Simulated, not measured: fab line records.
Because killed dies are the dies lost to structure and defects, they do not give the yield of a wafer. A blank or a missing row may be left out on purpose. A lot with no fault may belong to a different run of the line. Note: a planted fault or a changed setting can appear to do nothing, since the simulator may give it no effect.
A struck lot beside a sound one | flow nandHarc | 15 out of 1159 route steps
Sound: the wafers L281.2, L281.3, L281.4. Wafers struck: L274.3, L274.5, L274.6. Last of all comes the cause.
At each step with rows: each side's tool, then ch and its chambers, then its first start. Under that, the readings that differ: sound wafers | struck wafers | difference of the means | sigmas: that difference in standard deviations of wafers without a fault.
alike: a reading whose means differ by less than 2 such deviations, as well as words and numbers matching on both sides. not compared: withheld readings; readings where some wafer has no value; bounds like >300 that might hide an equal value; numbers whose values overlap and for which the record gives no deviation.
Wherever a step has rows on one side only, a row that says differs or no value, or a row with sigmas, the two part there. Non-overlapping numbers with no deviation appear without sigmas and do not part them. Lack of a reading on every wafer of one side parts them only where that side has two or more wafers.

first, 1 step without rows for these wafers: NHARC_A_CHANNEL_HOLE_D1_SRD_29.
NHARC_A_CHANNEL_HOLE_D1_CD_MEAS_30:
  sound on cdSem-03 at day 11 13:37; struck on cdSem-03 at day 10 01:43
  alike: cdNm
NHARC_A_CHANNEL_HOLE_D1_XSEM_31:
  sound on xsem-01 ch 0, day 11 13:42; struck on xsem-02 ch 0, day 10 01:48
reading           | sound          | struck         | difference | sigmas
bowNm (nm)        | 9.13 9.11 9.10 | 8.40 8.33 8.33 | -0.76      | -3
tiltDeg (degrees) | 0.04 0.04 0.04 | 0.15 0.15 0.15 | +0.11      | +2
  alike: botCdNm
NHARC_A_CHANNEL_HOLE_D1_INSPECT_40:
  sound on defectInspect-01 at day 11 13:48; struck on defectInspect-02 at day 10 01:53
  alike: rawDefectCount
then, 2 steps without rows for these wafers: NHARC_A_CHANNEL_FILL_D1_PRECLEAN_00 (cleans in SC1); NHARC_A_CHANNEL_FILL_D1_SRD_01.
NHARC_A_CHANNEL_FILL_D1_ALD_02: deposits SiO2, target thk 6 nm, pulse time 10 s, ald cycles 60.
  sound on aldHk-04 ch 0,1,2, day 11 13:59; struck on aldHk-01 ch 0,3, day 10 02:10
  alike: heaterPowerOuterW, heaterPowerW, precursorPulseHeightRel
NHARC_A_CHANNEL_FILL_D1_ALD_03: deposits SiNx, target thk 6 nm, pulse time 60 s, ald cycles 58.
  sound on aldSinBatch-02 ch 0; struck on aldSinBatch-01 ch 0
  alike: precursorPulseHeightRel
then, 1 step without rows for these wafers: NHARC_A_CHANNEL_FILL_D1_ALD_14 (deposits SiO2, target thk 2.5 nm, pulse time 10 s, ald cycles 25).
NHARC_A_CHANNEL_FILL_D1_ALD_15: deposits SiNx, target thk 2 nm, pulse time 60 s, ald cycles 19.
  sound on aldSinBatch-03 ch 0, day 12 00:07; struck on aldSinBatch-03 ch 0
  alike: precursorPulseHeightRel
then, 2 steps without rows for these wafers: NHARC_A_CHANNEL_FILL_D1_ALD_16 (deposits SiO2, target thk 1.5 nm, pulse time 10 s, ald cycles 15); NHARC_A_CHANNEL_FILL_D1_ANNEAL_17 (time 1800 s).
NHARC_A_CHANNEL_FILL_D1_CVD_18: deposits poly-Si, target thk 3 nm.
  sound on lpcvdPoly-03 ch 0, day 12 13:58; struck on lpcvdPoly-03 ch 0, day 11 02:20
  alike: spikeTcBottomC
NHARC_A_CHANNEL_FILL_D1_ETCHBACK_19: etches the open film in HBr/Cl2, target depth 5 nm, time 1.7 s.
  sound on rieSi-01 ch 0,1,3, day 12 16:05; struck on rieSi-04 ch 1,2, day 11 04:46
  alike: drypumpMotorCurrentA, oesProductAu, throttleValvePct
  not compared: rfHoursCounterH
-- record jumps: 10 days between struck wafers' starts before vs after; left off in module A_CHANNEL_FILL_D1, resumes in module END, first step shown is number 1159 of the route --
NHARC_END_SORT_01:
  the record has rows for the struck wafers here (prober-01 ch 0, day 21 00:32) and none for the sound ones

## WHERE THEY PART
Last at NHARC_END_SORT_01 as far as this record goes, first at NHARC_A_CHANNEL_HOLE_D1_XSEM_31.

WHY: the cause the simulator had injected
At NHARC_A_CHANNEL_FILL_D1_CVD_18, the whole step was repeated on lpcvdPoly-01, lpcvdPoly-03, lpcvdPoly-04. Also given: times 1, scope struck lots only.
